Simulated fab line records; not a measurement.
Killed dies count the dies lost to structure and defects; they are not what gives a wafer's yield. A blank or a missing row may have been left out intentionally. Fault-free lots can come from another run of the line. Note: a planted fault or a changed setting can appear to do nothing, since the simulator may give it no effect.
Chamber matching    flow n5 finfet    N5_BEOL_M12_DEP_53 on pecvd-01: 3 sister chambers
The step deposits SiCN from 3MS/NH3, target thk 30 nm, time 10.5 s. 3 wafers are shown with their chamber, then 7 later ones without.

EACH WAFER AND ITS CHAMBER
wafer   chamber  throttle valve pct (%)
L083.6  1        19.7
L084.2  0        18.5
L084.3  2        16.3

WAFERS WITH NO CHAMBER GIVEN
wafer   throttle valve pct (%)
L084.5  18.6
L090.1  16.4
L090.5  18.8
L090.6  16.4
L095.3  19.7
L095.4  16.5
L095.6  18.6

THE CHAMBER EACH PASSED THROUGH
wafer   from the rows above  in truth
L084.5  0                    0
L090.1  2                    2
L090.5  0                    0
L090.6  2                    2
L095.3  1                    1
L095.4  2                    2
L095.6  0                    0
Correctly placed: 7 of 7. From these rows, 0 cannot be placed. Placed wrongly: 0.
How it was worked out, from the rows above alone: a wafer's distance from a chamber is the root of the sum, over the readings, of the square of ((its reading less the chamber's mean) divided by the reading's scatter). The wafer belongs to the nearest chamber; if the next one is less than 2 further off, it can't be placed. Each chamber's mean is taken over the wafers shown for it. The scatter: root of mean squared gap, hidden wafer to nearest shown wafer, with one shown wafer a chamber.
